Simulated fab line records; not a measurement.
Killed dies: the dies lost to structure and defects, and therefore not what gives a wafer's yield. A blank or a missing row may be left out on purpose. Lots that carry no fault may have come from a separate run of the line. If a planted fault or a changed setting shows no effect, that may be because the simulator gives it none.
3 desks, one fault :: flow n5 finfet :: numbers are kept per desk, each desk with only its own; the story behind them comes last

== DESK OF THE TOOL OWNER: rie diel-06 ==
The tool's own readings at N5_BEOL_M10_VIA_ETCH_34 (etches SiCOH lowk in C4F6/O2, target depth 184.5 nm, time 69.2 s): means of the sampled wafers that have a number, for each lot that ran on this tool. The brackets show how far a lot's mean lies from the usual mean; more than 4 standard deviations puts the lot out of limits, marked OUT.
Columns: A = bias w at N5_BEOL_M10_VIA_ETCH_34, usual 185.0 W; B = drypump motor current A at N5_BEOL_M10_VIA_ETCH_34, usual 5.9 A; C = oes product au at N5_BEOL_M10_VIA_ETCH_34, usual 0.80 a.u.; D = rf vpp V at N5_BEOL_M10_VIA_ETCH_34, usual 660 V; E = run length s at N5_BEOL_M10_VIA_ETCH_34, usual 92.4 s; F = showerhead plenum p Torr at N5_BEOL_M10_VIA_ETCH_34, usual 2.82 Torr; G = throttle valve pct at N5_BEOL_M10_VIA_ETCH_34, usual 20.82 %
lot: L826
first seen here: day 10 11:12
A: 184.4
B: 6.0
C: 0.92
D: 658
E: 92.1
F: 2.95
G: 20.68

lot: L829
first seen here: day 11 00:02
A: 184.9
B: 5.7
C: 0.84
D: 653
E: 92.3
F: 2.83
G: 20.94

lot: L841
first seen here: day 14 10:26
A: -
B: 5.6
C: 0.91
D: 652
E: 87.1 (-13) OUT
F: 2.90
G: 20.94

lot: L843
first seen here: day 15 04:45
A: -
B: 5.6
C: 0.89
D: 652
E: 87.0 (-13) OUT
F: 2.90
G: 20.97

lot: L845
first seen here: day 15 17:59
A: 185.2
B: 6.1
C: 0.84
D: 653
E: 89.2 (-7.8) OUT
F: 2.88
G: 20.80
This desk finds L841, L843, L845 out of limits, L841 being first, at day 14 10:26 (run length s at N5_BEOL_M10_VIA_ETCH_34). Within limits: L826, L829.

== THE DEFECT DESK ==
For each lot, the counts of the inspections along the route, averaged over the sampled wafers that have a number. The brackets show how far a lot's mean lies from the usual mean; more than 4 standard deviations puts the lot out of limits, marked OUT.
Columns: A = raw defect count at N5_BEOL_M10_INSPECT_30, usual 358
lot: L826
first seen here: day 10 10:58
A: 395

lot: L829
first seen here: day 10 23:48
A: 381

lot: L835
first seen here: day 13 03:42
A: 393

lot: L841
first seen here: day 14 10:12
A: 242

lot: L839
first seen here: day 14 10:23
A: 431

lot: L843
first seen here: day 15 04:31
A: 356

lot: L845
first seen here: day 15 17:41
A: 285
This desk found nothing out of limits on any of the 7 lots.

== FROM THE METROLOGY DESK ==
What the gauges read for every lot (on any tool): the sampled wafers with a number, averaged. The brackets show how far a lot's mean lies from the usual mean; more than 4 standard deviations puts the lot out of limits, marked OUT.
Columns: A = cd nm at N5_BEOL_M10_CD_MEAS_28, usual 70.3 nm; B = V9_OVL at N5_BEOL_M10_OVL_MEAS_29, usual -0.3 nm
lot: L826
first seen here: day 10 10:55
A: 70.9
B: 0.6

lot: L829
first seen here: day 10 23:44
A: 70.4
B: -1.2

lot: L835
first seen here: day 13 03:39
A: 69.8
B: -0.4

lot: L841
first seen here: day 14 10:09
A: 71.2
B: 0.3

lot: L839
first seen here: day 14 10:19
A: 71.0
B: -0.8

lot: L843
first seen here: day 15 04:27
A: 70.6
B: -0.7

lot: L845
first seen here: day 15 17:38
A: 70.7
B: -0.1
This desk found nothing out of limits on any of the 7 lots.

== PUT TOGETHER ==
On L841, L843, L845, at day 14 10:26, an alarm was possible from the tool owner's desk.
The defect desk saw nothing out of limits.
The metrology desk saw nothing out of limits.
The defect desk has L841, L843, L845 on record, within its limits.
The metrology desk holds a record of L841, L843, L845, inside its limits.
All the named lots went through N5_BEOL_M10_VIA_ETCH_34 on rie diel-06.

== WHAT HAD BEEN PUT IN BY THE SIMULATOR ==
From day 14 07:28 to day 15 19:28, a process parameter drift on rie diel-06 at N5_BEOL_M10_VIA_ETCH_34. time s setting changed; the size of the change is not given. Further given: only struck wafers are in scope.
Lots struck among those shown: L841, L843, L845.
Time in hours from fault onset to the first out-of-limits reading at each desk: the tool owner's desk, 3.
